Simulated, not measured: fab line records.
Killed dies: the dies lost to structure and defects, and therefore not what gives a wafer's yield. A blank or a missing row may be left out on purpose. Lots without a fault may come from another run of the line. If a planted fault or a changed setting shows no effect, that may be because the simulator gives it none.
Which tool was responsible? ; flow n5-finfet ; 24 lots, 72 wafers sampled, at 6 steps of a route of 1938

## WHAT THE GAUGES READ, wafer by wafer
N5_BEOL_M3_CD_MEAS_11: the cd target is 17.05 nm. Usual: cd-nm 17.00 nm, standard deviation 0.26.
lot;measured;on;cd-nm (nm);flag
L074;day 7 00:11;cd-sem-02;16.68 17.08 16.91;
L075;day 7 04:09;cd-sem-03;16.57 16.51 16.45;
L077;day 7 14:12;cd-sem-03;16.96 17.36 17.06;
L076;day 7 14:30;cd-sem-01;16.88 16.79 17.39;
L078;day 7 18:26;cd-sem-01;16.98 17.01 16.85;
L080;day 8 03:39;cd-sem-02;16.92 17.36 17.60;
L079;day 8 10:56;cd-sem-02;16.92 17.05 17.13;
L081;day 8 18:50;cd-sem-01;16.81 17.22 17.07;
L082;day 9 02:53;cd-sem-02;17.02 16.85 17.14;
L083;day 9 12:42;cd-sem-03;17.23 17.31 17.02;
L085;day 9 15:46;cd-sem-03;17.27 16.90 16.77;
L084;day 9 15:49;cd-sem-02;16.81 16.88 16.87;
L086;day 9 22:08;cd-sem-01;16.99 16.90 16.72;
L087;day 10 06:04;cd-sem-01;17.26 17.15 16.92;
L089;day 10 12:26;cd-sem-01;17.10 17.29 17.03;
L088;day 10 12:33;cd-sem-03;17.15 16.87 17.03;
L090;day 10 23:27;cd-sem-03;17.10 17.01 17.08;
L091;day 11 07:46;cd-sem-02;17.01 16.60 16.65;
L092;day 11 21:22;cd-sem-01;16.86 16.89 16.90;
L093;day 11 22:22;cd-sem-02;17.14 16.92 16.98;
L094;day 11 22:34;cd-sem-02;16.94 17.38 17.33;
L096;day 12 12:09;cd-sem-01;16.63 16.60 16.67;
L095;day 12 12:20;cd-sem-01;17.12 16.78 17.19;
L097;day 12 18:13;cd-sem-03;17.22 17.36 17.41;

N5_BEOL_M3_CD_MEAS_18: pitch 36 nm, target cd 18 nm. Usual: cd-nm 18.0 nm, standard deviation 0.43.
lot;measured;on;cd-nm (nm);flag
L074;day 7 00:44;cd-sem-02;18.2 18.5 18.0;
L075;day 7 04:48;cd-sem-03;17.9 17.7 18.0;
L077;day 7 14:45;cd-sem-03;17.9 18.7 18.3;
L076;day 7 15:03;cd-sem-02;18.2 18.4 18.1;
L078;day 7 19:10;cd-sem-03;17.6 18.0 18.1;
L080;day 8 04:12;cd-sem-01;18.1 18.7 17.6;
L079;day 8 11:29;cd-sem-02;17.7 17.8 17.4;
L081;day 8 19:23;cd-sem-01;17.7 18.6 18.0;
L082;day 9 03:26;cd-sem-01;17.8 17.7 18.3;
L083;day 9 13:50;cd-sem-01;18.0 17.9 18.6;
L085;day 9 16:19;cd-sem-02;18.3 17.5 18.2;
L084;day 9 16:23;cd-sem-02;18.7 17.1 17.2;
L086;day 9 22:41;cd-sem-03;18.0 18.1 17.4;
L087;day 10 06:44;cd-sem-01;18.0 17.8 17.1;
L089;day 10 13:07;cd-sem-01;18.7 17.9 18.2;
L088;day 10 13:20;cd-sem-03;17.6 18.8 17.3;
L090;day 11 00:05;cd-sem-01;17.8 18.4 17.9;
L091;day 11 08:36;cd-sem-01;18.2 18.2 18.3;
L092;day 11 22:02;cd-sem-01;17.7 18.5 17.6;
L093;day 11 22:56;cd-sem-01;17.8 18.8 17.7;
L094;day 11 23:09;cd-sem-02;18.0 17.6 18.3;
L096;day 12 12:47;cd-sem-01;17.5 17.4 18.6;
L095;day 12 13:13;cd-sem-02;18.1 17.9 18.1;
L097;day 12 19:07;cd-sem-03;18.4 18.0 18.3;

## WHICH TOOL RAN EACH LOT (tool, then ch and the chambers of the sampled wafers, then the start)
lot;N5_BEOL_M2_SPUTTER_48;N5_BEOL_M2_SPUTTER_96;N5_BEOL_M2_ANNEAL_51;N5_BEOL_M3_STRIP_66
L074;pvd-sputter-03, day 6 20:05;pvd-sputter-03, day 6 21:51;rtp-anneal-02 ch 0, day 6 22:08;rie-diel-02 ch 0,1,2, day 7 00:31
L075;pvd-sputter-02, day 6 23:54;pvd-sputter-02, day 7 01:40;rtp-anneal-01 ch 0, day 7 01:54;rie-diel-06 ch 0,2,3, day 7 04:29
L077;pvd-sputter-02, day 7 08:29;pvd-sputter-02, day 7 10:14;rtp-anneal-01 ch 0, day 7 10:26;rie-diel-03 ch 0,2, day 7 14:32
L076;pvd-sputter-03, day 7 08:41;pvd-sputter-03, day 7 10:26;rtp-anneal-02 ch 0, day 7 10:41;rie-diel-02 ch 0,1,2, day 7 14:50
L078;pvd-sputter-03, day 7 13:57;pvd-sputter-03, day 7 15:43;rtp-anneal-02 ch 0, day 7 16:01;rie-diel-02 ch 0,1,3, day 7 18:51
L080;pvd-sputter-01, day 7 23:50;pvd-sputter-01, day 8 01:35;rtp-anneal-01 ch 0, day 8 01:47;rie-diel-03 ch 1,2,3, day 8 03:59
L079;pvd-sputter-02, day 8 03:52;pvd-sputter-02, day 8 05:37;rtp-anneal-01 ch 0, day 8 05:49;rie-diel-02 ch 0,1, day 8 11:16
L081;pvd-sputter-01, day 8 12:58;pvd-sputter-01, day 8 14:43;rtp-anneal-02 ch 0, day 8 14:58;rie-diel-02 ch 0,2,3, day 8 19:10
L082;pvd-sputter-01, day 8 22:50;pvd-sputter-01, day 9 00:36;rtp-anneal-02 ch 0, day 9 00:48;rie-diel-03 ch 0,1,2, day 9 03:13
L083;pvd-sputter-01, day 9 07:42;pvd-sputter-01, day 9 09:28;rtp-anneal-01 ch 0, day 9 09:49;rie-diel-02 ch 0,1,2, day 9 13:29
L085;pvd-sputter-02, day 9 10:21;pvd-sputter-02, day 9 12:07;rtp-anneal-01 ch 0, day 9 12:19;rie-diel-02 ch 0,1, day 9 16:05
L084;pvd-sputter-03, day 9 10:51;pvd-sputter-03, day 9 12:37;rtp-anneal-01 ch 0, day 9 12:52;rie-diel-03 ch 0,2,3, day 9 16:10
L086;pvd-sputter-03, day 9 17:28;pvd-sputter-03, day 9 19:14;rtp-anneal-02 ch 0, day 9 19:26;rie-diel-02 ch 0,1, day 9 22:28
L087;pvd-sputter-01, day 10 01:47;pvd-sputter-01, day 10 03:33;rtp-anneal-02 ch 0, day 10 03:44;rie-diel-03 ch 0,1, day 10 06:31
L089;pvd-sputter-03, day 10 07:16;pvd-sputter-03, day 10 09:02;rtp-anneal-01 ch 0, day 10 09:29;rie-diel-03 ch 0,1,2, day 10 12:48
L088;pvd-sputter-02, day 10 07:27;pvd-sputter-02, day 10 09:13;rtp-anneal-02 ch 0, day 10 09:45;rie-diel-03 ch 0,2,3, day 10 13:02
L090;pvd-sputter-03, day 10 19:10;pvd-sputter-03, day 10 20:56;rtp-anneal-01 ch 0, day 10 21:10;rie-diel-02 ch 1,2, day 10 23:47
L091;pvd-sputter-02, day 11 00:41;pvd-sputter-02, day 11 04:09;rtp-anneal-01 ch 0, day 11 04:29;rie-diel-06 ch 1,2, day 11 08:07
L092;pvd-sputter-03, day 11 15:42;pvd-sputter-03, day 11 17:28;rtp-anneal-01 ch 0, day 11 17:49;rie-diel-03 ch 0,2, day 11 21:46
L093;pvd-sputter-03, day 11 18:04;pvd-sputter-03, day 11 19:49;rtp-anneal-02 ch 0, day 11 20:16;rie-diel-03 ch 0,2,3, day 11 22:42
L094;pvd-sputter-02, day 11 18:47;pvd-sputter-02, day 11 20:32;rtp-anneal-02 ch 0, day 11 20:44;rie-diel-03 ch 0,2,3, day 11 22:56
L096;pvd-sputter-03, day 12 06:24;pvd-sputter-03, day 12 08:10;rtp-anneal-01 ch 0, day 12 08:27;rie-diel-03 ch 1,2, day 12 12:28
L095;pvd-sputter-01, day 12 08:07;pvd-sputter-01, day 12 09:53;rtp-anneal-01 ch 0, day 12 10:10;rie-diel-02 ch 0,1, day 12 12:59
L097;pvd-sputter-01, day 12 13:01;pvd-sputter-01, day 12 14:46;rtp-anneal-02 ch 0, day 12 15:00;rie-diel-02 ch 0,2,3, day 12 18:50
- N5_BEOL_M2_SPUTTER_48: material Cu, target thk 4.5 nm, time 8.29 s.
- N5_BEOL_M2_SPUTTER_96: material Cu, target thk 4.5 nm, time 8.29 s.
- N5_BEOL_M2_ANNEAL_51: time 90 s.
- N5_BEOL_M3_STRIP_66: strips in CF4.

## WHAT THE TOOLS THEMSELVES READ (means of the sampled wafers that have a number; where no wafer has one, the mark that the record gives instead)
N5_BEOL_M2_SPUTTER_48. Usual: throttle-valve-pct 30.1 %, standard deviation 0.99.
lot;tool;throttle-valve-pct (%);flag
L074;pvd-sputter-03;28.9;
L075;pvd-sputter-02;30.7;
L077;pvd-sputter-02;31.0;
L076;pvd-sputter-03;29.6;
L078;pvd-sputter-03;29.4;
L080;pvd-sputter-01;29.9;
L079;pvd-sputter-02;30.7;
L081;pvd-sputter-01;30.5;
L082;pvd-sputter-01;30.4;
L083;pvd-sputter-01;30.5;
L085;pvd-sputter-02;30.6;
L084;pvd-sputter-03;30.0;
L086;pvd-sputter-03;29.6;
L087;pvd-sputter-01;29.8;
L089;pvd-sputter-03;29.6;
L088;pvd-sputter-02;31.4;
L090;pvd-sputter-03;29.5;
L091;pvd-sputter-02;30.7;
L092;pvd-sputter-03;29.8;
L093;pvd-sputter-03;30.0;
L094;pvd-sputter-02;30.0;
L096;pvd-sputter-03;29.3;
L095;pvd-sputter-01;29.7;
L097;pvd-sputter-01;30.0;

N5_BEOL_M2_SPUTTER_96. Usual: throttle-valve-pct 30.1 %, standard deviation 0.96.
lot;tool;throttle-valve-pct (%);flag
L074;pvd-sputter-03;29.1;
L075;pvd-sputter-02;30.5;
L077;pvd-sputter-02;30.9;
L076;pvd-sputter-03;29.6;
L078;pvd-sputter-03;29.4;
L080;pvd-sputter-01;29.7;
L079;pvd-sputter-02;30.7;
L081;pvd-sputter-01;30.5;
L082;pvd-sputter-01;30.5;
L083;pvd-sputter-01;30.6;
L085;pvd-sputter-02;30.6;
L084;pvd-sputter-03;29.9;
L086;pvd-sputter-03;29.5;
L087;pvd-sputter-01;30.0;
L089;pvd-sputter-03;29.6;
L088;pvd-sputter-02;31.3;
L090;pvd-sputter-03;29.5;
L091;pvd-sputter-02;30.6;
L092;pvd-sputter-03;30.0;
L093;pvd-sputter-03;30.0;
L094;pvd-sputter-02;30.0;
L096;pvd-sputter-03;29.5;
L095;pvd-sputter-01;29.8;
L097;pvd-sputter-01;29.8;

N5_BEOL_M2_ANNEAL_51. Usual: anneal-temp-c 225.01 C, standard deviation 0.17; wafer_temp_C_max 225.9, standard deviation 0.33.
lot;tool;anneal-temp-c (C);wafer_temp_C_max;flag
L074;rtp-anneal-02;225.10;225.9;
L075;rtp-anneal-01;224.99;225.8;
L077;rtp-anneal-01;225.10;225.6;
L076;rtp-anneal-02;224.90;226.1;
L078;rtp-anneal-02;225.05;226.0;
L080;rtp-anneal-01;225.16;225.7;
L079;rtp-anneal-01;224.90;225.8;
L081;rtp-anneal-02;225.03;226.1;
L082;rtp-anneal-02;224.90;226.0;
L083;rtp-anneal-01;224.87;225.3;
L085;rtp-anneal-01;224.91;225.7;
L084;rtp-anneal-01;225.05;225.6;
L086;rtp-anneal-02;224.94;226.2;
L087;rtp-anneal-02;224.95;226.3;
L089;rtp-anneal-01;224.99;225.9;
L088;rtp-anneal-02;224.79;226.3;
L090;rtp-anneal-01;225.01;225.8;
L091;rtp-anneal-01;225.02;225.7;
L092;rtp-anneal-01;225.15;225.6;
L093;rtp-anneal-02;224.99;226.3;
L094;rtp-anneal-02;225.23;226.3;
L096;rtp-anneal-01;225.33;225.6;
L095;rtp-anneal-01;224.91;225.7;
L097;rtp-anneal-02;224.86;226.5;

N5_BEOL_M3_STRIP_66. Usual: drypump-motor-current-A 5.84 A, standard deviation 0.24; oes-product-au 0.77 a.u., standard deviation 0.073; rf-fwd-power-W 292.7 W, standard deviation 0.81; rf-vpp-V 271.0 V, standard deviation 1.4; showerhead-plenum-p-Torr 1.80 Torr, standard deviation 0.048; throttle-valve-pct 13.56 %, standard deviation 0.22.
lot;tool;drypump-motor-current-A (A);oes-product-au (a.u.);rf-fwd-power-W (W);rf-vpp-V (V);showerhead-plenum-p-Torr (Torr);throttle-valve-pct (%);flag
L074;rie-diel-02;5.78;0.84;292.5;271.9;1.82;13.32;
L075;rie-diel-06;5.86;0.71;292.4;271.7;1.81;13.75;
L077;rie-diel-03;5.94;0.78;292.9;271.0;1.80;13.64;
L076;rie-diel-02;5.81;0.83;293.4;271.5;1.82;13.33;
L078;rie-diel-02;5.88;0.89;292.5;271.9;1.82;13.32;
L080;rie-diel-03;5.78;0.73;292.8;271.0;1.81;13.70;
L079;rie-diel-02;5.66;0.87;292.8;271.0;1.82;13.38;
L081;rie-diel-02;5.87;0.84;292.1;269.8;1.78;13.34;
L082;rie-diel-03;5.75;0.75;292.4;271.0;1.77;13.74;
L083;rie-diel-02;5.80;0.81;293.2;271.9;1.81;13.37;
L085;rie-diel-02;5.81;0.83;292.8;271.8;1.86;13.38;
L084;rie-diel-03;5.85;0.74;293.3;271.0;1.80;13.67;
L086;rie-diel-02;5.69;0.85;292.9;270.3;1.82;13.41;
L087;rie-diel-03;5.65;0.73;292.6;270.9;1.74;13.80;
L089;rie-diel-03;5.75;0.73;292.7;271.5;1.77;13.77;
L088;rie-diel-03;5.84;0.73;293.2;270.7;1.80;13.68;
L090;rie-diel-02;5.95;0.78;292.7;272.3;1.84;13.37;
L091;rie-diel-06;6.19;0.73;293.3;270.8;1.78;13.56;
L092;rie-diel-03;5.84;0.74;292.9;270.4;1.76;13.73;
L093;rie-diel-03;5.88;0.73;292.8;270.9;1.80;13.71;
L094;rie-diel-03;5.86;0.73;292.8;270.9;1.80;13.70;
L096;rie-diel-03;5.68;0.71;293.4;270.3;1.77;13.87;
L095;rie-diel-02;5.65;0.83;292.5;271.4;1.81;13.45;
L097;rie-diel-02;5.85;0.80;292.4;270.6;1.77;13.41;

## THE ANSWER, worked out from the rows above alone
Rule: a lot counts as off when the mean over its wafers that have a number is more than 3 standard deviations away from the usual mean. A lot without any number at a reading at which 4 lots or more have one is off too. All remaining lots with rows at the step are treated as sound. After the gauges, taken in route order, come the tools' own readings; for these a lot's mean is taken, as printed above. At the first step where some lot is off, the reading lying furthest off is the one used; lots without a number count as furthest.
Across all readings shown, no lot is off: no conclusion can be drawn from this.

## WHAT HAD BEEN PUT IN BY THE SIMULATOR
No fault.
